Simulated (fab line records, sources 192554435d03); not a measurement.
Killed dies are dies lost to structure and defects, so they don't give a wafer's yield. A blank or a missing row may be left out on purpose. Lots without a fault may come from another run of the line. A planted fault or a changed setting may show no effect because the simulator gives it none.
Which tool did it? | flow n5_finfet | 11 lots, 31 wafers sampled, at 6 steps of a route of 1938

WHAT THE GAUGES READ, wafer by wafer
N5_BEOL_M2_THK_MEAS_53: measures by xrf. Usual: M2_THK 39.7 nm, standard deviation 2.2.
lot  | measured     | on            | M2_THK (nm)    | flag
L188 | day 7 07:08  | film_metro-02 | 36.8 42.8 40.3 |
L189 | day 7 10:38  | film_metro-01 | 37.7 39.0 36.7 |
L192 | day 7 23:53  | film_metro-02 | 40.6 38.0      |
L194 | day 9 08:58  | film_metro-01 | 39.1 39.0 39.6 |
L201 | day 10 17:11 | film_metro-01 | 39.6 37.9 37.1 |
L202 | day 11 05:09 | film_metro-02 | 41.4 44.0      |
L205 | day 11 22:28 | film_metro-01 | 38.1 43.6 35.6 |
L206 | day 12 00:32 | film_metro-02 | 40.2 43.5 41.7 |
L207 | day 12 04:59 | film_metro-01 | 40.1 41.2 42.4 |
L208 | day 12 09:26 | film_metro-01 | 42.2 40.0 44.3 |
L209 | day 12 09:43 | film_metro-02 | 37.3 38.2 39.6 |

N5_BEOL_M4_RC_MEAS_101. Usual: DIBL_N 35.9 mV/V, standard deviation 2.5; DIBL_P 36.0 mV/V, standard deviation 3; IOFF_N 0.16 nA/um, standard deviation 0.047; IOFF_P 0.21 nA/um, standard deviation 0.047; ION_N 671 uA/um, standard deviation 14; ION_P 460 uA/um, standard deviation 8.8; SS_N 71.5 mV/dec, standard deviation 0.73; SS_P 73.2 mV/dec, standard deviation 0.91; VT_N 250 mV, standard deviation 4.3; VT_P -251 mV, standard deviation 3.6.
lot  | measured     | on        | DIBL_N (mV/V)  | DIBL_P (mV/V)  | IOFF_N (nA/um) | IOFF_P (nA/um) | ION_N (uA/um) | ION_P (uA/um) | SS_N (mV/dec)  | SS_P (mV/dec)  | VT_N (mV)   | VT_P (mV)      | flag
L188 | day 8 14:56  | prober-02 | 39.5 36.4 35.5 | 41.7 37.2 36.5 | 0.27 0.17 0.18 | 0.31 0.23 0.23 | 692 671 690   | 472 465 472   | 72.5 72.1 71.3 | 74.9 73.7 74.1 | 240 247 243 | -245 -248 -249 |
L189 | day 8 15:19  | prober-01 | 36.9 33.8 35.2 | 36.9 32.7 33.2 | 0.17 0.12 0.14 | 0.21 0.16 0.17 | 670 657 665   | 456 446 455   | 71.9 71.5 71.5 | 72.8 71.5 73.1 | 250 254 251 | -249 -253 -254 |
L192 | day 8 23:23  | prober-02 | 37.6 34.1      | 35.2 33.2      | 0.16 0.12      | 0.20 0.17      | 657 648       | 450 447       | 72.0 70.2      | 73.0 72.8      | 254 254     | -249 -254      |
L194 | day 10 01:07 | prober-01 | 37.0 36.8 38.2 | 35.8 35.4 36.5 | 0.16 0.15 0.17 | 0.21 0.19 0.21 | 681 667 674   | 465 454 457   | 71.8 71.2 72.0 | 74.2 73.2 73.9 | 251 251 247 | -250 -254 -252 |
L201 | day 11 18:04 | prober-01 | 36.1 33.1 34.8 | 35.7 33.1 34.8 | 0.15 0.10 0.12 | 0.22 0.18 0.20 | 662 661 664   | 457 463 469   | 72.0 71.2 71.0 | 73.1 72.2 72.6 | 251 255 250 | -249 -250 -250 |
L202 | day 12 02:52 | prober-01 | 37.0 38.6      | 37.6 37.4      | 0.17 0.19      | 0.23 0.22      | 685 686       | 471 466       | 71.3 72.4      | 73.2 73.3      | 247 246     | -253 -254      |
L205 | day 12 16:28 | prober-01 | 36.5 38.0 37.2 | 36.7 36.8 38.1 | 0.16 0.18 0.17 | 0.22 0.21 0.25 | 681 690 676   | 465 461 468   | 70.9 71.8 72.1 | 73.4 73.0 73.2 | 250 250 250 | -249 -252 -249 |
L206 | day 12 19:54 | prober-01 | 34.3 35.8 37.4 | 34.8 37.5 40.5 | 0.13 0.15 0.21 | 0.19 0.22 0.29 | 667 654 692   | 460 457 473   | 71.5 71.7 72.7 | 73.0 73.7 74.5 | 253 251 243 | -252 -249 -244 |
L207 | day 13 03:22 | prober-01 | 35.8 38.1 35.3 | 35.4 37.6 34.9 | 0.17 0.18 0.15 | 0.22 0.23 0.22 | 684 678 655   | 471 467 456   | 71.1 72.0 71.4 | 73.1 73.7 73.0 | 249 250 251 | -247 -249 -249 |
L208 | day 13 12:14 | prober-02 | 35.0 34.7 32.9 | 35.1 34.8 32.7 | 0.13 0.15 0.10 | 0.19 0.19 0.16 | 655 681 656   | 452 468 455   | 71.1 71.2 71.0 | 72.8 73.5 72.0 | 255 251 259 | -252 -250 -254 |
L209 | day 13 12:32 | prober-01 | 35.2 39.7 33.6 | 33.5 39.0 33.2 | 0.12 0.20 0.11 | 0.16 0.25 0.16 | 668 673 664   | 458 457 462   | 71.1 73.0 70.8 | 73.0 74.5 72.2 | 254 249 253 | -252 -250 -254 |

WHICH TOOL RAN EACH LOT (tool, then ch and the chambers of the sampled wafers, then the start)
lot  | N5_BEOL_M2_ANNEAL_49         | N5_BEOL_M2_ECD_50              | N5_BEOL_M2_CMP_52             | N5_BEOL_M2_DEP_57
L188 | pvd_sputter-03, day 7 04:40  | ecd_cu-02 ch 0,1, day 7 06:28  | cmp-03 ch 1,3, day 7 06:52    | pecvd-03 ch 1,2, day 7 07:19
L189 | pvd_sputter-01, day 7 08:09  | ecd_cu-01 ch 0, day 7 09:58    | cmp-03 ch 0,1,2, day 7 10:25  | pecvd-03 ch 0,2, day 7 10:50
L192 | pvd_sputter-03, day 7 21:23  | ecd_cu-01 ch 1, day 7 23:11    | cmp-03 ch 1,2, day 7 23:41    | pecvd-04 ch 1, day 8 00:09
L194 | pvd_sputter-01, day 9 06:29  | ecd_cu-01 ch 0,1, day 9 08:17  | cmp-03 ch 0,3, day 9 08:40    | pecvd-03 ch 0,1, day 9 09:10
L201 | pvd_sputter-01, day 10 14:27 | ecd_cu-02 ch 0,1, day 10 16:15 | cmp-03 ch 1,2, day 10 16:54   | pecvd-04 ch 0,1, day 10 17:23
L202 | pvd_sputter-01, day 11 02:40 | ecd_cu-02 ch 0,1, day 11 04:29 | cmp-01 ch 3, day 11 04:54     | pecvd-03 ch 0, day 11 05:21
L205 | pvd_sputter-01, day 11 19:59 | ecd_cu-01 ch 0,1, day 11 21:48 | cmp-02 ch 1,2,3, day 11 22:14 | pecvd-01 ch 0,2, day 11 22:39
L206 | pvd_sputter-01, day 11 21:50 | ecd_cu-02 ch 0,1, day 11 23:37 | cmp-01 ch 0,3, day 12 00:14   | pecvd-04 ch 0,2, day 12 00:44
L207 | pvd_sputter-03, day 12 02:29 | ecd_cu-01 ch 0,1, day 12 04:17 | cmp-01 ch 0,1,3, day 12 04:42 | pecvd-01 ch 0,1,2, day 12 05:13
L208 | pvd_sputter-03, day 12 06:58 | ecd_cu-01 ch 0,1, day 12 08:46 | cmp-02 ch 0,3, day 12 09:08   | pecvd-04 ch 0,1, day 12 09:38
L209 | pvd_sputter-02, day 12 07:15 | ecd_cu-02 ch 0,1, day 12 09:03 | cmp-03 ch 0,1,3, day 12 09:30 | pecvd-04 ch 0,1,2, day 12 09:58
- N5_BEOL_M2_ANNEAL_49: time 240 s.
- N5_BEOL_M2_ECD_50: material Cu, target thk 300 nm.
- N5_BEOL_M2_CMP_52: polishes, stops on SiOC, t overpolish 6.8 s, target thk 40 nm.
- N5_BEOL_M2_DEP_57: deposits SiCN from 3MS/NH3, target thk 8 nm, time 14 s.

WHAT THE TOOLS THEMSELVES READ (means of the sampled wafers that have a number; where no wafer has one, the mark that the record gives instead)
N5_BEOL_M2_ANNEAL_49. Usual: heater_power_w 831 W, standard deviation 40; susceptor_temp_C_max 400.9, standard deviation 0.36.
lot  | tool           | heater_power_w (W) | susceptor_temp_C_max | flag
L188 | pvd_sputter-03 | 887                | 400.6                |
L189 | pvd_sputter-01 | 833                | 401.1                |
L192 | pvd_sputter-03 | 863                | 400.6                |
L194 | pvd_sputter-01 | 834                | 401.0                |
L201 | pvd_sputter-01 | 835                | 400.9                |
L202 | pvd_sputter-01 | 849                | 400.7                |
L205 | pvd_sputter-01 | 812                | 401.0                |
L206 | pvd_sputter-01 | 824                | 400.9                |
L207 | pvd_sputter-03 | 853                | 400.7                |
L208 | pvd_sputter-03 | 852                | 400.8                |
L209 | pvd_sputter-02 | 862                | 400.9                |

N5_BEOL_M2_CMP_52. Usual: motor_current_A 6.2 A, standard deviation 0.63; time_to_endpoint_s 62 s, standard deviation 5.6.
lot  | tool   | motor_current_A (A) | time_to_endpoint_s (s) | flag
L188 | cmp-03 | 6.4                 | 62                     |
L189 | cmp-03 | 5.7                 | 61                     |
L192 | cmp-03 | 5.7                 | 48                     |
L194 | cmp-03 | 6.1                 | 56                     |
L201 | cmp-03 | 5.4                 | 54                     |
L202 | cmp-01 | 6.3                 | 68                     |
L205 | cmp-02 | 5.9                 | 64                     |
L206 | cmp-01 | 6.5                 | 64                     |
L207 | cmp-01 | 6.4                 | 67                     |
L208 | cmp-02 | 5.8                 | 65                     |
L209 | cmp-03 | 6.1                 | 60                     |

N5_BEOL_M2_DEP_57. Usual: showerhead_plenum_p_Torr 3.674 Torr, standard deviation 0.0088; throttle_valve_pct 9.3 %, standard deviation 0.49.
lot  | tool     | showerhead_plenum_p_Torr (Torr) | throttle_valve_pct (%) | flag
L188 | pecvd-03 | 3.673                           | 9.7                    |
L189 | pecvd-03 | 3.660                           | 9.1                    |
L192 | pecvd-04 | 3.675                           | 9.6                    |
L194 | pecvd-03 | 3.676                           | 9.9                    |
L201 | pecvd-04 | 3.673                           | 9.2                    |
L202 | pecvd-03 | 3.662                           | 9.1                    |
L205 | pecvd-01 | 3.686                           | 9.8                    |
L206 | pecvd-04 | 3.672                           | 8.8                    |
L207 | pecvd-01 | 3.680                           | 9.5                    |
L208 | pecvd-04 | 3.674                           | 9.2                    |
L209 | pecvd-04 | 3.682                           | 8.9                    |

THE ANSWER, worked out from the rows above alone
Rule: a lot is off if the mean of its wafers that have a number lies more than 3 standard deviations from the usual mean. A lot without any number at a reading at which 4 lots or more have one is off too. The other lots that the step has rows for count as sound. The gauges are gone through in route order, then the tools' own readings, and for those a lot's mean is taken as printed above. The first step at which some lot is off is used, and at that step the reading that is off furthest; a lot without a number counts as furthest.
No lot is off at any reading shown: from this, nothing can be told.

WHAT THE SIMULATOR HAD PUT IN
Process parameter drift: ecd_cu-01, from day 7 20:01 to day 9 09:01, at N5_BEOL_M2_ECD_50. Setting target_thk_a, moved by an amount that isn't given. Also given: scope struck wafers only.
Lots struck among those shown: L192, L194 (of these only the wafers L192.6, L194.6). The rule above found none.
